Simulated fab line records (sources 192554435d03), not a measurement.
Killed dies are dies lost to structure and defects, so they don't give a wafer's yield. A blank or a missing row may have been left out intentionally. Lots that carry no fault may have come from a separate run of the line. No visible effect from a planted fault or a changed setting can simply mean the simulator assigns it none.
A single fault, viewed from 3 desks	flow n5Finfet	each desk has only its own numbers; what lay behind them comes last

== AT THE METROLOGY DESK ==
What the gauges read for every lot (on any tool): the sampled wafers with a number, averaged. Any lot whose mean is over 4 standard deviations away from the usual mean is out of limits and marked OUT; that distance is given in the brackets. Shown here are 7 of its 10 readings, the ones lying furthest out on some lot.
Columns: A = DIBL_N at N5_BEOL_M4_RC_MEAS_101, usual 35.9 mV/V; B = IOFF_N at N5_BEOL_M4_RC_MEAS_101, usual 0.152 nA/um; C = IOFF_P at N5_BEOL_M4_RC_MEAS_101, usual 0.204 nA/um; D = ION_N at N5_BEOL_M4_RC_MEAS_101, usual 673 uA/um; E = ION_P at N5_BEOL_M4_RC_MEAS_101, usual 462 uA/um; F = VT_N at N5_BEOL_M4_RC_MEAS_101, usual 250.3 mV; G = VT_P at N5_BEOL_M4_RC_MEAS_101, usual -250.6 mV
lot	first seen here	A	B	C	D	E	F	G
L937	day 11 00:04	34.8	0.130	0.176	673	461	253.3	-252.7
L940	day 11 07:58	37.6	0.204	0.224	683	461	244.3	-251.0
L939	day 12 03:04	35.5	0.135	0.198	672	459	249.9	-248.8
L944	day 12 07:56	33.7	0.148	0.213	684	473	249.6	-247.9
L943	day 12 10:53	37.1	0.160	0.243	680	472	249.2	-245.1
L945	day 12 14:05	37.6	0.141	0.168	679	457	250.7	-253.7
L948	day 13 14:14	34.7	0.148	0.203	676	468	251.6	-251.3
L953	day 14 22:47	35.5	0.137	0.225	667	471	251.2	-246.5
Result from this desk: across the 8 lots, nothing is out of limits.

== DESK OF THE TOOL OWNER: wetBench-02 ==
The tool's own readings at N5_PMOS_HMC_CHANNEL_EPI_PRECLEAN_37 (cleans in O3/DIW, time 45 s): means of the sampled wafers that have a number, for each lot that ran on this tool. Any lot whose mean is over 4 standard deviations away from the usual mean is out of limits and marked OUT; that distance is given in the brackets.
Columns: A = bathHeatDutyPct at N5_PMOS_HMC_CHANNEL_EPI_PRECLEAN_37, usual 2.3 %; B = o3Ppm at N5_PMOS_HMC_CHANNEL_EPI_PRECLEAN_37, usual 10.00
lot	first seen here	A	B
L937	day 3 14:07	2.3	9.95
L943	day 5 01:25	2.6	10.04
L944	day 5 07:50	2.9	10.03
L945	day 5 14:37	2.6	10.07
Result from this desk: across the 4 lots, nothing is out of limits.

== THE DEFECT DESK ==
Counts from the inspections along the route, per lot, as means over the sampled wafers that have a number. Any lot whose mean is over 4 standard deviations away from the usual mean is out of limits and marked OUT; that distance is given in the brackets.
Columns: A = rawDefectCount at N5_PMOS_HMC_CHANNEL_EPI_INSPECT_30, usual 19; B = rawDefectCount at N5_FIN_SAQP_INSPECT_18, usual 398; C = rawDefectCount at N5_FIN_SAQP_INSPECT_40, usual 224; D = rawDefectCount at N5_FIN_CUT_INSPECT_10, usual 41
lot	first seen here	A	B	C	D
L937	day 3 14:39	28	493	262	49
L939	day 4 02:23	23	323	204	39
L940	day 4 08:29	24	426	184	35
L943	day 5 02:05	17	568	234	39
L944	day 5 08:17	138 (+18) OUT	542	241	156 (+9.6) OUT
L945	day 5 15:03	127 (+16) OUT	447	288	148 (+8.9) OUT
L948	day 6 08:06	19	334	256	52
L953	day 7 13:56	17	386	247	50
This desk's verdict: out of limits on L944, L945, starting with L944 at day 5 08:17 (rawDefectCount at N5_PMOS_HMC_CHANNEL_EPI_INSPECT_30). In limits: L937, L939, L940, L943, L948, L953.

== TAKEN TOGETHER ==
The defect desk could have raised an alarm at day 5 08:17, on L944, L945.
The metrology desk saw nothing out of limits.
Nothing out of limits was seen by the tool owner's desk.
The metrology desk has L944, L945 on record, within its limits.
On record at the tool owner's desk: L944, L945, within its limits.
All the named lots went through N5_PMOS_HMC_CHANNEL_EPI_PRECLEAN_37 on wetBench-02.

== WHAT THE SIMULATOR HAD PUT IN ==
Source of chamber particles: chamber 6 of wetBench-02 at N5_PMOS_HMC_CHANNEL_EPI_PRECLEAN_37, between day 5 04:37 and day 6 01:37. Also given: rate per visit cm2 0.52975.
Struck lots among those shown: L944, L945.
Hours from the fault's start to each desk's first reading out of limits: the defect desk, 4.
